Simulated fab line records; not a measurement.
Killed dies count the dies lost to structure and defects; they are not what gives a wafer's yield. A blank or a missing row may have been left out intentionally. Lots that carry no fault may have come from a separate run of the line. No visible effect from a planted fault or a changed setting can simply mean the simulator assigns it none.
Chamber matching -- flow nand-harc -- NHARC_A_CHANNEL_FILL_D2_ALD_02 on ald-hk-03: 4 sister chambers
The step deposits SiO2, target thk 6 nm, pulse time 10 s, ald cycles 60. 16 wafers are shown with their chamber, then 8 later ones without.

## WAFERS, EACH WITH ITS CHAMBER
wafer,chamber,heater-power-w (W),precursor-pulse-height-rel
L075.1,2,498,1.007
L075.2,3,618,0.995
L075.5,2,499,1.032
L076.1,0,453,1.010
L076.3,1,572,1.006
L076.4,3,616,1.038
L077.1,0,458,0.981
L077.4,1,560,1.011
L077.5,3,621,1.021
L080.1,3,610,1.026
L080.2,2,501,0.990
L080.5,1,568,0.972
L081.1,0,453,1.006
L081.2,3,605,0.987
L081.4,2,503,0.980
L085.1,2,489,1.006

SIGNATURES (averages over the wafers above)
reading,chamber 0,chamber 1,chamber 2,chamber 3,scatter within a chamber
heater-power-w,454.67,566.67,498.00,614.00,5.58
precursor-pulse-height-rel,0.99900,0.99633,1.00300,1.01340,0.02
Rule: for each reading, subtract the chamber's mean from the wafer's reading, divide by that reading's scatter and square the result; add these up over the readings and take the root, which gives the wafer's distance from the chamber. The wafer belongs to the nearest chamber; if the next one is less than 2 further off, it can't be placed. The scatter is the square root of a quotient: the sum, over the shown wafers, of each reading's squared deviation from its chamber's mean, divided by wafers minus chambers.

## WAFERS WITHOUT THEIR CHAMBER
wafer,heater-power-w (W),precursor-pulse-height-rel
L085.2,559,0.995
L085.6,557,0.996
L092.3,488,0.992
L092.4,467,0.989
L092.6,473,1.000
L097.2,613,1.007
L097.4,561,1.015
L097.5,608,1.020

## EACH ONE'S CHAMBER
wafer,from the rows above,in truth
L085.2,1,1
L085.6,1,1
L092.3,2,2
L092.4,0,0
L092.6,can't be placed: 0 or 2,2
L097.2,3,3
L097.4,1,1
L097.5,3,3
7 of 8 placed correctly. These rows do not allow placing 1 (true chamber among the candidates in 1). Wrongly placed: 0.
